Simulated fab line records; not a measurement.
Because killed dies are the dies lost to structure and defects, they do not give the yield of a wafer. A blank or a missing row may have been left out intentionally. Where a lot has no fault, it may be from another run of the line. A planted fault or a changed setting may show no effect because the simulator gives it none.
Chamber matching	flow n5 finfet	rie diel-03 running N5_BEOL_M9_STRIP_19: 4 sister chambers
The step strips in O2. 16 wafers are shown with their chamber, then 8 later ones without.

## WAFERS WITH THEIR CHAMBER
wafer	chamber	showerhead plenum p Torr (Torr)	throttle valve pct (%)	oes product au (a.u.)
L074.2	1	2.04	16.48	0.89
L074.3	3	2.17	16.80	0.69
L074.4	2	2.02	16.73	0.75
L076.2	1	2.04	16.47	0.89
L076.5	3	2.17	16.84	0.70
L076.6	2	2.02	16.72	0.75
L081.2	0	2.10	16.87	0.72
L081.4	2	2.01	16.75	0.74
L081.6	3	2.17	16.84	0.69
L087.2	1	2.03	16.54	0.86
L087.3	0	2.09	16.91	0.71
L087.6	3	2.17	16.34	0.98
L088.1	3	2.17	16.34	0.96
L088.2	0	2.09	16.93	0.70
L088.4	1	2.03	16.51	0.86
L092.2	1	2.03	16.52	0.85

SIGNATURES (means of the wafers above)
reading	chamber 0	chamber 1	chamber 2	chamber 3	scatter within a chamber
showerhead plenum p Torr	2.0933	2.0340	2.0167	2.1700	0.00459
throttle valve pct	16.9033	16.5040	16.7333	16.6320	0.156
oes product au	0.7100	0.8700	0.7467	0.8040	0.0884
Rule: distance of a wafer from a chamber = root of the sum over the readings of ((wafer's reading minus chamber's mean) / reading's scatter) squared. If the next closest chamber is less than 2 further off than the closest, the wafer can't be placed; otherwise it belongs to the closest. The scatter: take each reading less its chamber's mean, square it, sum over the shown wafers, divide by the number of wafers less the number of chambers, and take the root.

## WAFERS WITH NO CHAMBER GIVEN
wafer	showerhead plenum p Torr (Torr)	throttle valve pct (%)	oes product au (a.u.)
L092.4	2.16	16.36	0.94
L092.6	2.03	16.55	0.84
L093.1	2.16	16.37	0.93
L093.5	2.16	16.33	0.93
L093.6	2.01	16.79	0.73
L095.1	2.00	16.80	0.73
L095.2	2.03	16.55	0.84
L095.4	2.16	16.38	0.93

## WHICH CHAMBER EACH ONE RAN IN
wafer	from the rows above	in truth
L092.4	3	3
L092.6	1	1
L093.1	3	3
L093.5	3	3
L093.6	2	2
L095.1	2	2
L095.2	1	1
L095.4	3	3
Correct placement for 8 of the 8. Left unplaced by these rows: 0. Wrongly placed: 0.
